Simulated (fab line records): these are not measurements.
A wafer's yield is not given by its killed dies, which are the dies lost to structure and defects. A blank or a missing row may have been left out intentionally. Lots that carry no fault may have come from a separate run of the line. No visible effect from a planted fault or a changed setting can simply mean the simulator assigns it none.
Lot-split experiment ; flow n5-finfet ; 7 lots, 39 wafers read, on a route of 1938 steps

## ON THE SPLIT
At N5_GATE_CUT_ALD_22 (deposits SiNx, target thk 16 nm, pulse time 1 s, ald cycles 320), the setting ald-cycles was moved away from the recipe's 320 on 18 of the 39 wafers read, by -57.5% to -18.1%. This setting was run at the recipe's value on the other wafers.

The reading comes from the split's own step.

## THE READING
SiNx_of_GATE_CUT_ALD_22.thk-nm (the simulator's own value, which no gauge read), in nm, at N5_GATE_CUT_ALD_22 (deposits SiNx, target thk 16 nm, pulse time 1 s, ald cycles 320). There is no usual value for it anywhere in the file. The 21 wafers here that ran the recipe average 16.0 nm, standard deviation 0.075 nm.

wafer;tool, chamber at the split;ald-cycles as run;against the recipe;SiNx_of_GATE_CUT_ALD_22.thk-nm, nm;against lot-mates on the recipe
L077.1;ald-sin-02, 0,2,0;320;recipe;16;-
L077.4;ald-sin-02, 0,2,0;320;recipe;16;-
L077.5;ald-sin-02, 0,2,0;320;recipe;16;-
L077.2;ald-sin-02, 2,1;249;-22.2%;12.4;-3.6
L077.3;ald-sin-02, 2,1;249;-22.2%;12.4;-3.6
L077.6;ald-sin-02, 1;249;-22.2%;12.6;-3.4
L078.1;ald-sin-02, 0,1,2;136;-57.5%;6.8;-9.2
L078.2;ald-sin-02, 0,1,2;136;-57.5%;6.8;-9.2
L078.4;ald-sin-02, 0,1,2;136;-57.5%;6.8;-9.2
L078.3;ald-sin-02, 2,0,1;320;recipe;16;-
L078.5;ald-sin-02, 2,0,1;320;recipe;16;-
L078.6;ald-sin-02, 2,0,1;320;recipe;16;-
L079.1;ald-sin-02, 1,3;236;-26.2%;11.8;-4.3
L079.6;ald-sin-02, 1,3;236;-26.2%;11.8;-4.3
L079.2;ald-sin-02, 0;236;-26.2%;12;-4.1
L079.3;ald-sin-02, 2,3;320;recipe;16;-
L079.4;ald-sin-02, 2,3;320;recipe;16;-
L079.5;ald-sin-02, 0;320;recipe;16.2;-
L081.1;ald-sin-04, 2;149;-53.4%;7.2;-8.7
L081.2;ald-sin-04, 0,1;149;-53.4%;7.4;-8.5
L081.5;ald-sin-04, 0,1;149;-53.4%;7.4;-8.5
L081.3;ald-sin-04, 1,2;320;recipe;15.8;-
L081.6;ald-sin-04, 1,2;320;recipe;15.8;-
L081.4;ald-sin-04, 3;320;recipe;16;-
L085.1;ald-sin-02, 1;241;-24.7%;12.2;-3.8
L085.2;ald-sin-02, 3;241;-24.7%;12;-4.0
L085.5;ald-sin-02, 3;241;-24.7%;12;-4.0
L085.3;ald-sin-02, 0,2,0;320;recipe;16;-
L085.4;ald-sin-02, 0,2,0;320;recipe;16;-
L085.6;ald-sin-02, 0,2,0;320;recipe;16;-
L088.1;ald-sin-04, 1,3,0;320;recipe;16;-
L088.4;ald-sin-04, 1,3,0;320;recipe;16;-
L088.5;ald-sin-04, 1,3,0;320;recipe;16;-
L092.1;ald-sin-04, 3,1,1;320;recipe;16;-
L092.4;ald-sin-04, 3,1,1;320;recipe;16;-
L092.5;ald-sin-04, 3,1,1;320;recipe;16;-
L092.2;ald-sin-04, 0,2,2;262;-18.1%;13;-3.0
L092.3;ald-sin-04, 0,2,2;262;-18.1%;13;-3.0
L092.6;ald-sin-04, 0,2,2;262;-18.1%;13;-3.0
If several chambers appear in one row, that row covers several wafers at once and the file leaves open which wafer was in which chamber.

THE FIT
A straight line over all 39 wafers: SiNx_of_GATE_CUT_ALD_22.thk-nm changes by +0.161 nm for each +1% of ald-cycles; r = +1.00; the points scatter about the line by 0.09 nm.
The same after taking each lot's own level away (the mean of its wafers on the recipe; 39 wafers): +0.16 nm for each +1%; r = +1.00; scatter 0.072 nm.
According to that fit, moving ald-cycles by its largest amount changes the reading by 9.2 nm.
The span of the lots' own levels, 15.87 to 16.07 nm, comes to 2.7 times the standard deviation stated above.
The two slopes agree, so the slope changes little with the lot-to-lot level.
Check: with one of the wafers moved furthest among these (-57.5%) left out of the fit, the line predicts -9.2 nm for it against its lot-mates. It came out at -9.2 nm against them.

## THE FILE'S OWN FIT
SiNx_of_GATE_CUT_ALD_22.thk-nm changes by +0.16 nm for each +1% of ald-cycles, r = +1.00.
